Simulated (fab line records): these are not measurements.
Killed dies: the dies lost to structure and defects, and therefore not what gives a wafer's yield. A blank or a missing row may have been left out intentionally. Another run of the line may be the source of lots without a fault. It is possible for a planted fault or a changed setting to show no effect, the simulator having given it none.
Problem report in the 8D (eight disciplines) form, filled by code | flow nand-harc | the parts of the form that need people (team, actions taken, sign-off) are left out

== 1. WHAT WENT WRONG ==
At NHARC_END_SORT_01, killed-at-periphery averages 43.3 over 6 wafers from 2 lots, while fault-free wafers read 3.0, standard deviation 2.1. Relative to the usual mean, that is a shift of +19 standard deviations.
Seen first at day 22 07:21 on prober-01, wafer L125.1. The record has a number at this step for 9 wafers belonging to 3 lots. By rule, "out" or "out of limits" means more than 4 standard deviations away from the usual mean. The rest of the wafers with a number are treated as sound.

== 2. WHAT THIS IS AND IS NOT ==
question                    | is                     | is not
which readings at this step | killed-at-periphery    | killed-at-array, killed-at-other, killed-short
which lots                  | L125, L126             | L114
which wafers of those lots  | all that have a number | -
read on which gauges        | prober-01              | -
when                        | from day 22 07:21      | up to then (3 sound wafers)

== 3. THE SUSPECTS, EACH WITH WHAT RULES IT OUT ==
Counting: a tool stays on the suspect list if, at a process step up to the reading, it processed all lots that are out and no sound lot following the first of them.
- the gauge at NHARC_END_SORT_01: kept. All the wafers that are out were read on prober-01, and no step on other tools shows them out.
- pvd-sputter-02 at NHARC_P_M2_PRE_CLEAN_30 (time 30 s): kept. It ran every lot that is out, first L125 (day 9 10:28), and no sound lot after that. With no start given for some of its lots, NHARC_P_M2_PRE_CLEAN_30 uses the hours and lot order of NHARC_P_M2_PVD_21.
- pvd-sputter-02 at NHARC_P_M2_PVD_21 (deposits Cu, target thk 30 nm, time 20.49 s): kept. It ran every lot that is out, first L125 (day 9 10:28), and no sound lot after that.
- cmp-04 at NHARC_P_M2_CMP_23 (polishes, t overpolish 20 s, target thk 144.3 nm): kept. It ran every lot that is out, first L125 (day 9 11:20), and no sound lot after that.
- pecvd-01 at NHARC_P_M2_DEP_33 (deposits SiCN, target thk 30 nm): kept. It ran every lot that is out, first L125 (day 9 11:57), and no sound lot after that; its last sound lot up to then is L114 (day 6 06:05).
- rie-diel-06 at NHARC_P_BONDPAD_ETCH_37 (etches the open film in N2/H2, target depth 60 nm, overetch 18 nm, time 65.91 s): kept. It ran every lot that is out, first L125 (day 9 13:46), and no sound lot after that.
Left after counting: pvd-sputter-02 at NHARC_P_M2_PRE_CLEAN_30, pvd-sputter-02 at NHARC_P_M2_PVD_21, cmp-04 at NHARC_P_M2_CMP_23, pecvd-01 at NHARC_P_M2_DEP_33, rie-diel-06 at NHARC_P_BONDPAD_ETCH_37, prober-01 at NHARC_END_SORT_01.

== 4. THE CAUSE (what the simulator had put in) ==
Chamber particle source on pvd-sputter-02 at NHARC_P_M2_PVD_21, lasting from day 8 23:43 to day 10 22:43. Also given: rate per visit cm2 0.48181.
Of the 6 suspects that counting leaves, this tool is one.

== 5. THE CHAIN OF EFFECTS, in route order ==
Each row: a reading where the mean over the struck wafers with a number is more than 3 standard deviations away from the usual. Readings are gone through only where the record gives a usual standard deviation; hours: the median, over the lots, of the time from a lot's start at the first step in this table giving one to that lot's start at this step; sigmas: the change measured in usual standard deviations.
hours | step              | reading              | usual  | on struck wafers | change | sigmas
0     | NHARC_END_SORT_01 | defect-limited-yield | 95.5 % | 89.5             | -6.0   | -3.3
0     | NHARC_END_SORT_01 | killed-at-periphery  | 3.0    | 43.3             | +40.3  | +19
0     | NHARC_END_SORT_01 | killed-dies          | 31     | 71               | +40    | +3.3
0     | NHARC_END_SORT_01 | sort_bin_2_pct       | 1.4 %  | 4.6              | +3.2   | +4.7
0     | NHARC_END_SORT_01 | sort_bin_3_pct       | 0.25 % | 1.57             | +1.32  | +6.6
0     | NHARC_END_SORT_01 | sort-n-pass          | 646    | 606              | -40    | -3.3
0     | NHARC_END_SORT_01 | sort-rim-yield-pct   | 95.7 % | 84.6             | -11.1  | -4.0
0     | NHARC_END_SORT_01 | sort-yield-pct       | 95.5 % | 89.5             | -6.0   | -3.3

== 6. WHAT WOULD HAVE CAUGHT IT SOONER ==
320 hours passed between the start of the fault at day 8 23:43 and the first reading out of limits at a measuring or inspecting step in this record, taken at day 22 07:21.
Of the tool readings at NHARC_P_M2_PVD_21 for which the record gives a usual standard deviation, none was out on any struck wafer, so an alarm limit of 4 standard deviations on them would not have fired.
Each of the lots that are out, 2 in all, had begun NHARC_P_M2_PVD_21 on pvd-sputter-02 no later than day 22 07:21. Had the tool been put on hold then, not one of them would have been saved.
